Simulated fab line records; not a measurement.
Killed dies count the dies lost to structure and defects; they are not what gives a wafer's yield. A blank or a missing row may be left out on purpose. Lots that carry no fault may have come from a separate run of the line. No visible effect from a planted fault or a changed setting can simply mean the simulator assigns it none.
A struck lot beside a sound one / flow n5Finfet / 35 out of 1938 route steps
Sound: the wafers L543.3, L543.5, L543.6. Struck: wafers L551.1, L551.3, L551.4. The cause comes at the end.
At each step with rows: each side's tool, then ch and its chambers, then its first start. Under that, the readings that differ: sound wafers / struck wafers / difference of the means / sigmas: that difference in standard deviations of wafers without a fault.
alike: readings whose means differ by less than 2 such deviations, and words and numbers that are the same on both sides. not compared: withheld readings, readings that some wafer has no value for, bounds like >300 that may hide the same value, and numbers for which the record gives no deviation and whose values overlap.
Wherever a step has rows on one side only, a row that says differs or no value, or a row with sigmas, the two part there. Numbers that have no deviation but don't overlap get no sigmas and don't part them. A reading that every wafer of one side lacks parts them only if that side has two wafers or more.

first, 9 steps without rows for these wafers: N5_HKMG_FIN_SOFTBAKE_44 (time 60 s); N5_HKMG_FIN_EXPOSE_46 (exposes mask NDIPOLE); N5_HKMG_FIN_PEB_47 (peb time 60 s); N5_HKMG_FIN_DEVELOP_48 (develop time 30 s); N5_HKMG_FIN_DESCUM_53 (chemistry O2, time 7.9 s); N5_HKMG_FIN_ETCH_54 (etches SiARC in CF4, target depth 45.5 nm, time 75.8 s); N5_HKMG_FIN_ETCH_55 (etches SOC in N2/H2, target depth 240 nm, time 300 s); N5_HKMG_FIN_STRIP_56 (strips in N2/H2); N5_HKMG_FIN_STRIP_57 (strips in CF4).
N5_HKMG_FIN_ETCH_58: etches SOC in N2/H2, target depth 215.8 nm, time 741 s.
  sound on rieDiel-05 ch 0,1,3, day 4 19:02; struck on rieDiel-05 ch 0,1,3, day 6 20:25
  alike: drypumpMotorCurrentA, oesProductAu, rfVppV, showerheadPlenumPTorr, throttleValvePct
  not compared: rfHoursCounterH
then, 22 steps without rows for these wafers: N5_HKMG_FIN_STRIP_93 (strips SOC in N2/H2, time 20 s); N5_HKMG_FIN_WET_ETCH_76 (etches Al2O3 in dNH4OH, stops on La2O3, target depth 2.25 nm, rinse time 30 s); N5_HKMG_FIN_STRIP_60 (strips in N2/H2, time 360 s); N5_HKMG_FIN_WET_ETCH_77 (etches La2O3 in dHCl, stops on HfO2, target depth 2 nm); N5_HKMG_FIN_WET_ETCH_78 (etches Al2O3 in dNH4OH, stops on La2O3, target depth 4.5 nm, rinse time 30 s); N5_HKMG_FIN_ALD_79 (deposits TiN, target thk 1.5 nm, pulse time 1 s, purge time 3 s); N5_HKMG_FIN_CVD_62 (deposits a-Si from Si2H6, target thk 3 nm, time 20.8 s); N5_HKMG_FIN_RTA_80 (time 2 s); N5_HKMG_FIN_PRECLEAN_64 (cleans in dHF, time 30 s); N5_HKMG_FIN_WET_ETCH_65 (etches a-Si in TMAH, stops on TiN, time 49 s, target depth 3 nm); N5_HKMG_FIN_WET_ETCH_81 (etches TiN in SC1, stops on HfO2, time 57 s, target depth 6 nm); N5_HKMG_FIN_WET_ETCH_82 (etches La2O3 in dHCl, stops on HfO2, target depth 2 nm, rinse time 30 s); N5_HKMG_FIN_ALD_36 (deposits TiN, target thk 1 nm, pulse time 1 s, purge time 3 s); N5_HKMG_FIN_PWFM_ALD_03 (deposits TiN, target thk 2 nm, pulse time 1 s, purge time 3 s); N5_HKMG_FIN_COAT_29 (time 60 s, resist thk 300 nm); N5_HKMG_FIN_COAT_30 (time 60 s, resist thk 35 nm); N5_HKMG_FIN_COAT_06 (resist thk 90 nm); N5_HKMG_FIN_EBR_08; N5_HKMG_FIN_SOFTBAKE_07 (time 60 s); N5_HKMG_FIN_EXPOSE_09 (exposes mask NWFM); N5_HKMG_FIN_PEB_10 (peb time 60 s); N5_HKMG_FIN_DEVELOP_11 (develop time 30 s).
N5_HKMG_FIN_INSPECT_14: inspects for defects (macro).
  struck on defectInspect-02, day 6 23:29; sound on defectInspect-01, day 4 22:10
reading=rawDefectCount; sound=2 2 1; struck=>300 >300 >300; difference=differs; sigmas=
then, 1 step without rows for these wafers: N5_HKMG_FIN_DESCUM_17 (chemistry O2, time 7.9 s).
-- the record jumps here: 9 days lie between the struck wafers' starts before and after (it left off in module HKMG_FIN and takes up again in module PASSIVATION, whose first step shown is number 1936 of the route) --
N5_PASSIVATION_PROBE_49:
  struck on prober-01, day 15 11:55; sound on prober-02, day 12 19:26
reading=killedAtFrontEnd; sound=48 59 32; struck=162 127 162; difference=+104; sigmas=+9
reading=killedDies; sound=121 131 103; struck=228 193 218; difference=+95; sigmas=+5
  alike: killed_at_M0_to_M3, killed_at_M4_up, killedAtContacts, killedAtOther, killedOpen, killedShort

## WHERE THEY PART
At N5_HKMG_FIN_INSPECT_14 first; at N5_PASSIVATION_PROBE_49 last (within this record only).

WHY: what the simulator had put in
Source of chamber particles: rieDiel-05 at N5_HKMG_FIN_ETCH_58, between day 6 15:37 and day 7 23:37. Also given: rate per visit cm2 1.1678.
